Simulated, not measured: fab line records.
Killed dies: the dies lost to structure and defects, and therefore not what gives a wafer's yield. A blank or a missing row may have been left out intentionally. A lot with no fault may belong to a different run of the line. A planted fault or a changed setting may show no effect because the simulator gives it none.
Comparing a struck lot with a sound one / flow nandHarc / 14 out of 1302 route steps
Sound: the wafers L601.1, L601.4, L601.5. The struck wafers were L613.1, L613.4, L613.6. Last of all comes the cause.
Each step with rows lists, per side, the tool, then ch with its chambers, then its first start. Under that, the readings that differ: sound wafers / struck wafers / difference of the means / sigmas: that difference in standard deviations of wafers without a fault.
alike: readings with means less than 2 such deviations apart, plus words and numbers identical on both sides. not compared: withheld readings, readings lacking a value on some wafer, bounds such as >300 that could conceal the same value, and numbers that have no deviation in the record and whose values overlap.
A row with sigmas, a row that says differs or no value, or rows on one side alone: a step with any of these is where the two part. Numbers that have no deviation but don't overlap get no sigmas and don't part them. A reading missing from all wafers of one side parts the sides only when that side holds two or more wafers.

NHARC_A_ONON_D2_THK_MEAS_14: measures by ellipsometry.
  sound on filmMetro-01, day 13 12:10; struck on filmMetro-01, day 18 19:41
  alike: thkNm
then, 2 steps without rows for these wafers: NHARC_A_ONON_D2_ANNEAL_15 (time 3600 s); NHARC_A_ONON_D2_DEP_16 (target thk 1000 nm).
NHARC_A_ONON_D2_THK_MEAS_18: measures by ellipsometry.
  sound on filmMetro-01, day 13 20:56; struck on filmMetro-02, day 19 03:05
reading=thkNm (nm); sound=985 985 984; struck=1026 1029 1026; difference=+42; sigmas=+3
next comes 1 step that has no rows for these wafers: NHARC_A_ONON_D2_DEP_19 (target thickness 1000 nm).
NHARC_A_ONON_D2_THK_MEAS_21: measures by ellipsometry.
  sound on filmMetro-02, day 13 21:31; struck on filmMetro-02, day 19 03:39
  alike: thkNm
next comes 1 step that has no rows for these wafers: NHARC_A_ONON_D2_DEP_22 (target thickness 1000 nm).
NHARC_A_ONON_D2_THK_MEAS_24: measures by ellipsometry.
  sound on filmMetro-02, day 13 22:05; struck on filmMetro-01, day 19 04:13
  alike: thkNm
next comes 1 step that has no rows for these wafers: NHARC_A_ONON_D2_DEP_25 (target thickness 1000 nm).
NHARC_A_ONON_D2_THK_MEAS_27: measures by ellipsometry.
  sound on filmMetro-02, day 13 22:39; struck on filmMetro-02, day 19 04:49
  alike: thkNm
next comes 1 step that has no rows for these wafers: NHARC_A_ONON_D2_DEP_28 (target thickness 1000 nm).
NHARC_A_ONON_D2_THK_MEAS_30: measures by ellipsometry.
  sound on filmMetro-02, day 13 23:13; struck on filmMetro-01, day 19 05:23
  alike: thkNm
NHARC_A_ONON_D2_DEP_33: deposits SiO2, target thk 200 nm.
  sound on pecvd-02 ch 1,2, day 13 23:22; struck on pecvd-02 ch 0,1,2, day 19 05:29
reading=heaterPowerW (W); sound=686 699 523; struck=428 353 561; difference=-189; sigmas=-2
reading=rfFwdPowerW (W); sound=895.5 894.8 897.3; struck=1261.6 1258.4 1252.4; difference=+361.6; sigmas=+99 or more
reading=showerheadVppV (V); sound=1744 1726 1809; struck=2299 2125 2008; difference=+384; sigmas=+5
  alike: throttleValvePct
NHARC_A_ONON_D2_THK_MEAS_34: measures by ellipsometry.
  sound on filmMetro-02, day 13 23:41; struck on filmMetro-01, day 19 05:51
reading=thkNm (nm); sound=199 201 204; struck=216 223 222; difference=+19; sigmas=+6

== WHERE THEY PART ==
Last at NHARC_A_ONON_D2_THK_MEAS_34 as far as this record goes, first at NHARC_A_ONON_D2_THK_MEAS_18.

WHY: what the simulator had put in
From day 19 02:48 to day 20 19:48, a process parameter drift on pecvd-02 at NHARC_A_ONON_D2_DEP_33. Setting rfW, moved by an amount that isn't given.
